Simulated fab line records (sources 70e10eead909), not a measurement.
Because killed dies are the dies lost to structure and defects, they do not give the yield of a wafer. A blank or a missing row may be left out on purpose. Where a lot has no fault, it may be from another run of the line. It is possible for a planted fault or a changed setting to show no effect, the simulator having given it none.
A lot that was struck, set against a sound lot || flow nand_harc || 40 steps out of a route of 1302
Sound: these wafers, L142.2, L142.4, L142.5. The struck wafers were L145.1, L145.2, L145.4. At the end, the cause is stated.
Per side, at each step with rows, come the tool, then ch with its chambers, and then its first start. Under that, the readings that differ: sound wafers || struck wafers || difference of the means || sigmas: that difference in standard deviations of wafers without a fault.
alike: readings with means less than 2 such deviations apart, plus words and numbers identical on both sides. not compared: withheld readings, readings lacking a value on some wafer, bounds such as >300 that could conceal the same value, and numbers that have no deviation in the record and whose values overlap.
The two part at a step that has a row with sigmas, a row that says differs or no value, or rows on one side only. Numbers that have no deviation but don't overlap get no sigmas and don't part them. A reading missing from all wafers of one side parts the sides only when that side holds two or more wafers.

first, 9 steps without rows for these wafers: NHARC_A_STAIRCASE_HMDS_282 (time 30 s); NHARC_A_STAIRCASE_COAT_283; NHARC_A_STAIRCASE_SOFTBAKE_284 (time 170 s); NHARC_A_STAIRCASE_EBR_285; NHARC_A_STAIRCASE_EXPOSE_286 (exposes mask CHOP 100); NHARC_A_STAIRCASE_PEB_287 (peb time 130 s); NHARC_A_STAIRCASE_DEVELOP_288 (time 140 s); NHARC_A_STAIRCASE_HARDBAKE_290 (time 140 s); NHARC_A_STAIRCASE_DESCUM_291 (chemistry O2, time 3 s).
NHARC_A_STAIRCASE_ETCH_292: etches the open film in CF4/CHF3.
  sound on rie_diel-07 ch 1,3, day 19 21:13; struck on rie_diel-07 ch 0,1,2, day 21 03:54
{"reading": "oes_product_au (a.u.)", "sound": "0.910 0.915 0.910", "struck": "0.955 0.948 0.971", "difference": "+0.046", "sigmas": "+2"}
  alike: cf4_flow_sccm, drypump_motor_current_A, rf_vpp_V, showerhead_plenum_p_Torr, throttle_valve_pct
  not compared: rf_hours_counter_h
NHARC_A_STAIRCASE_HM_OPEN_460: chemistry O2/COS.
  sound: rie_diel-07 ch 1,3; struck: rie_diel-07 ch 1,2,3
  alike: drypump_motor_current_A, oes_product_au, rf_vpp_V, showerhead_plenum_p_Torr, throttle_valve_pct
  not compared: rf_hours_counter_h
NHARC_A_STAIRCASE_STRIP_461: strips in O2/COS.
  sound on rie_diel-07 ch 0,1,2, day 19 21:40; struck on rie_diel-07 ch 0,1,3, day 21 04:17
NHARC_A_STAIRCASE_ETCH_452: etches the open film in CF4/O2, target depth 30 nm, overetch 3 nm, time 16.5 s.
  sound: rie_diel-07 ch 0,1,2; struck: rie_diel-07 ch 0,1,3
  alike: cf4_flow_sccm, drypump_motor_current_A, oes_f_703_au, oes_o_777_au, oes_product_au, rf_vpp_V, showerhead_plenum_p_Torr, throttle_valve_pct
  not compared: rf_hours_counter_h
NHARC_A_STAIRCASE_ETCH_294: etches the open film in C4F8/O2/Ar, target depth 4989 nm, time 1211.6 s.
  sound: rie_diel-07 ch 2,3; struck: rie_diel-07 ch 0,1,2
  alike: oes_product_au, rf_vpp_V
  not compared: rf_hours_counter_h
then, 20 steps without rows for these wafers: NHARC_A_STAIRCASE_STRIP_295 (strips in O2); NHARC_A_STAIRCASE_STRIP_296 (strips in SPM, time 900 s); NHARC_A_STAIRCASE_PRECLEAN_297 (cleans in SC1); NHARC_A_STAIRCASE_SRD_298; NHARC_A_STAIRCASE_HM_DEP_462 (deposits aC, target thk 800 nm); NHARC_A_STAIRCASE_DEP_301 (deposits SiON, target thk 30 nm); NHARC_A_STAIRCASE_DEHYDRATE_302 (time 120 s); NHARC_A_STAIRCASE_HMDS_303 (time 30 s); NHARC_A_STAIRCASE_COAT_304; NHARC_A_STAIRCASE_SOFTBAKE_305 (time 170 s); NHARC_A_STAIRCASE_EBR_306; NHARC_A_STAIRCASE_EXPOSE_307 (exposes mask CHOP 50); NHARC_A_STAIRCASE_PEB_308 (peb time 130 s); NHARC_A_STAIRCASE_DEVELOP_309 (time 140 s); NHARC_A_STAIRCASE_HARDBAKE_311 (time 140 s); NHARC_A_STAIRCASE_DESCUM_312 (chemistry O2, time 3 s); NHARC_A_STAIRCASE_ETCH_313 (etches the open film in CF4/CHF3); NHARC_A_STAIRCASE_HM_OPEN_463 (chemistry O2/COS); NHARC_A_STAIRCASE_STRIP_464 (strips in O2/COS); NHARC_A_STAIRCASE_ETCH_453 (etches the open film in CF4/O2, target depth 30 nm, overetch 3 nm, time 16.5 s).
NHARC_A_STAIRCASE_ETCH_315: etches the open film in C4F8/O2/Ar, target depth 2500 nm, time 607.1 s.
  sound: rie_diel-07 ch 0,2,3; struck: rie_diel-07 ch 1,2,3
  alike: oes_product_au, rf_vpp_V
  not compared: rf_hours_counter_h
then, 4 steps without rows for these wafers: NHARC_A_STAIRCASE_STRIP_316 (strips in O2); NHARC_A_STAIRCASE_STRIP_317 (strips in SPM, time 900 s); NHARC_A_STAIRCASE_PRECLEAN_318 (cleans in SC1); NHARC_A_STAIRCASE_SRD_329.
-- record jumps: 8 days between struck wafers' starts before vs after; left off in module A_STAIRCASE, resumes in module END, first step shown is number 1302 of the route --
NHARC_END_SORT_01:
  here the record holds rows for the struck wafers (prober-01 ch 0, day 28 19:31) but none for the sound ones

## WHERE THEY PART
First at NHARC_A_STAIRCASE_ETCH_292; last, within this record, at NHARC_END_SORT_01.

WHY: what the simulator had put in
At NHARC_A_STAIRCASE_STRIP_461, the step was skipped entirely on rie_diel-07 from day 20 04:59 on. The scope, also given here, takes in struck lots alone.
